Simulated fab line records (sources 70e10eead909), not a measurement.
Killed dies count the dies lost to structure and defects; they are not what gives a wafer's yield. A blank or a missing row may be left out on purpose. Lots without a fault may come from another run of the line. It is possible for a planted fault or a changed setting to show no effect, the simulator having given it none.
Which tool was responsible?	flow nandHarc	6 lots with 18 wafers sampled at 3 steps, on a route of 1302 steps

WHAT EACH GAUGE READ, for each wafer
NHARC_A_M0_THK_MEAS_24: measures by xrf.
lot	measured	on	thkNm (nm)
L856	day 23 11:50	filmMetro-01	113.5 110.4 113.5
L864	day 26 22:21	filmMetro-01	115.7 115.7 118.2
L869	day 30 02:42	filmMetro-01	115.4 115.3 115.0
L872	day 30 19:38	filmMetro-01	116.0 113.6 114.5
L873	day 31 01:48	filmMetro-02	113.4 114.4 115.2
L875	day 32 12:01	filmMetro-02	111.8 110.2 112.0

WHICH TOOL RAN EACH LOT (tool, then ch and the chambers of the sampled wafers, then the start)
lot	NHARC_A_M0_DESCUM_14	NHARC_A_M0_PVD_21
L856	rieDiel-10 ch 0,1,2, day 23 09:31	pvdSputter-01, day 23 11:50 or earlier
L864	rieDiel-05 ch 2,3, day 26 20:00	pvdSputter-03, day 26 22:21 or earlier
L869	rieDiel-09 ch 0,2,3, day 30 00:25	pvdSputter-02, day 30 02:42 or earlier
L872	rieDiel-05 ch 1,3, day 30 17:17	pvdSputter-02, day 30 19:38 or earlier
L873	rieDiel-10 ch 0,1,2, day 30 23:31	pvdSputter-03, day 31 01:48 or earlier
L875	rieDiel-10 ch 0,2,3, day 32 01:03	pvdSputter-01, day 32 12:01 or earlier
- NHARC_A_M0_DESCUM_14: chemistry O2, time 3 s.
- NHARC_A_M0_PVD_21: deposits Cu, target thk 30 nm, time 20.49 s.

THE ANSWER, worked out from the rows above alone
Rule: usual is defined by the lots themselves. Put in order of their means at a reading, lots are off if they are a third of the lots or fewer, leave a main group of 4 or more, and stand apart from it by a gap of 3 or more times the standard deviation of the main group's means; of several such gaps the widest counts. A main group is skipped when, at the precision printed for the reading in the tables above, its means are all equal. Also off: a lot with no number at a reading for which 4 or more lots have one. Where the step has rows for the other lots, those lots are counted as sound.
Across all readings shown, no lot is off: no conclusion can be drawn from this.

WHAT HAD BEEN PUT IN BY THE SIMULATOR
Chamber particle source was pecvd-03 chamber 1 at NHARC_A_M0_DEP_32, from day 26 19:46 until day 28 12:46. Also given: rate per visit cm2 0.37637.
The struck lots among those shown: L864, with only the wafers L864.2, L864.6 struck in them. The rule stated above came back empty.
